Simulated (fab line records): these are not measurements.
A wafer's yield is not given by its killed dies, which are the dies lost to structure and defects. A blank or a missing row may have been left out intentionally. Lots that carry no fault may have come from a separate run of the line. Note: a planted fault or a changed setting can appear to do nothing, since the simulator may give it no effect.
A lot that was struck, set against a sound lot | flow n5_finfet | 38 out of 1938 route steps
Sound: the wafers L799.3, L799.4, L799.6. Wafers L810.1, L810.5, L810.6 were the ones struck. At the end, the cause is stated.
At each step with rows: each side's tool, then ch and its chambers, then its first start. Under that, the readings that differ: sound wafers | struck wafers | difference of the means | sigmas: that difference in standard deviations of wafers without a fault.
alike: readings whose means differ by less than 2 such deviations, and words and numbers that are the same on both sides. not compared: withheld readings, readings that some wafer has no value for, bounds like >300 that may hide the same value, and numbers for which the record gives no deviation and whose values overlap.
The two part at a step that has a row with sigmas, a row that says differs or no value, or rows on one side only. Non-overlapping numbers with no deviation appear without sigmas and do not part them. A reading missing from all wafers of one side parts the sides only when that side holds two or more wafers.

first, 9 steps without rows for these wafers: N5_BEOL_M4_ANNEAL_95 (time 240 s); N5_BEOL_M4_SPUTTER_96 (material Cu, target thk 4.5 nm, time 8.29 s); N5_BEOL_M4_ECD_50 (material Cu, target thk 300 nm); N5_BEOL_M4_ANNEAL_51 (time 90 s); N5_BEOL_M4_CMP_52 (polishes, stops on SiOC, t overpolish 6.8 s, target thk 40 nm); N5_BEOL_M4_PRE_CLEAN_60 (time 15 s); N5_BEOL_M4_CO_CAP_55 (material Co, precursor CCTBA/H2, target thk 2 nm, time 102.1 s); N5_BEOL_M4_PRE_CLEAN_56 (time 15 s); N5_BEOL_M4_DEP_57 (deposits SiCN from 3MS/NH3, target thk 8 nm, time 14 s).
N5_BEOL_M4_RC_MEAS_101:
  sound on prober-02 ch 0, day 9 18:50; struck on prober-02 ch 0, day 12 08:45
  alike: DIBL_N, DIBL_P, IOFF_N, IOFF_P, ION_N, ION_P, SS_N, SS_P, VT_N, VT_P
then, 24 steps without rows for these wafers: N5_BEOL_M5_ILD_DEP_00 (deposits SiCOH lowk from DEMS/porogen, target thk 140.64 nm, time 25.9 s); N5_BEOL_M5_CURE_79 (cures SiCOH lowk, time 240 s); N5_BEOL_M5_PECVD_70 (deposits SiO2 from TEOS/O2, target thk 16 nm, time 18 s); N5_BEOL_M5_HM_DEP_02 (deposits TiN, target thk 20 nm); N5_BEOL_M5_COAT_59 (time 60 s, resist thk 60 nm); N5_BEOL_M5_COAT_60 (time 60 s, resist thk 12 nm); N5_BEOL_M5_COAT_71 (time 60 s, resist thk 5 nm); N5_BEOL_M5_COAT_05 (resist thk 30 nm); N5_BEOL_M5_EBR_07; N5_BEOL_M5_SOFTBAKE_06 (time 60 s); N5_BEOL_M5_EXPOSE_08 (exposes mask M5, target cd 28 nm); N5_BEOL_M5_PEB_09 (peb time 60 s); N5_BEOL_M5_DEVELOP_10 (develop time 30 s); N5_BEOL_M5_DESCUM_16 (chemistry O2, time 7 s); N5_BEOL_M5_ETCH_72 (etches underlayer in N2/H2, target depth 6.5 nm, time 5.2 s); N5_BEOL_M5_ETCH_61 (etches SiARC in CF4, target depth 15.6 nm, time 26 s); N5_BEOL_M5_ETCH_62 (etches SOC in N2/H2, target depth 75 nm, overetch 15 nm, time 112.5 s); N5_BEOL_M5_STRIP_63 (strips in N2/H2); N5_BEOL_M5_STRIP_73 (strips in N2/H2); N5_BEOL_M5_STRIP_64 (strips in CF4); N5_BEOL_M5_HM_OPEN_17 (chemistry Cl2/BCl3, target TiN, target depth 20 nm, overetch 6 nm); N5_BEOL_M5_STRIP_19 (strips in O2); N5_BEOL_M5_COAT_65 (time 60 s, resist thk 60 nm); N5_BEOL_M5_COAT_66 (time 60 s, resist thk 12 nm).
-- here the record skips 3 days between the struck wafers' starts before and after, leaving off in module BEOL_M5 and picking up in module BEOL_M13 (first step shown: number 1708 of the route) --
N5_BEOL_M13_ECD_47: material Cu, target thk 936 nm.
  sound on ecd_cu-02 ch 0,1, day 12 21:06; struck on ecd_cu-02 ch 0,1, day 15 06:53
N5_BEOL_M13_THK_MEAS_50: measures by xrf.
  sound: film_metro-01 at day 12 21:49; struck: film_metro-01 at day 15 08:25
  reading      | sound       | struck | difference                    | sigmas
  M13_THK (nm) | 411 409 412 | - - -  | no value on the struck wafers |
N5_BEOL_M13_RS_MEAS_54: uses a four-point probe to measure.
  sound: film_metro-02 at day 12 21:56; struck: film_metro-01 at day 15 08:33
  reading         | sound                | struck               | difference | sigmas
  M13_RS (ohm/sq) | 0.0457 0.0458 0.0454 | 57.243 57.835 58.045 | +57.662    | +99 or more
N5_PASSIVATION_PROBE_49:
  sound: prober-02 at day 14 06:50; struck: prober-02 at day 16 14:44
  reading                  | sound          | struck         | difference | sigmas
  defect_limited_yield (%) | 90.4 91.8 92.3 | 0 0 0          | -92        | -65
  killed_at_M4_up          | 11 5 16        | 1099 1101 1091 | +1086      | +99 or more
  killed_dies              | 113 97 91      | 1180 1180 1180 | +1080      | +64
  killed_on_rim            | 15 9 6         | 152 152 152    | +142       | +32
  sort_bin_5_function (%)  | 4.8 4.7 4.4    | 96.5 96.4 96.6 | +91.9      | +97
  sort_n_pass              | 1067 1083 1089 | 0 0 0          | -1080      | -64
  sort_yield_pct (%)       | 90.4 91.8 92.3 | 0 0 0          | -92        | -65
  alike: killed_at_M0_to_M3, killed_at_contacts, killed_at_front_end, killed_at_other, killed_open, killed_short, sort_bin_6_memory

WHERE THEY PART
Last at N5_PASSIVATION_PROBE_49 as far as this record goes, first at N5_BEOL_M13_THK_MEAS_50.

WHY: the cause the simulator had injected
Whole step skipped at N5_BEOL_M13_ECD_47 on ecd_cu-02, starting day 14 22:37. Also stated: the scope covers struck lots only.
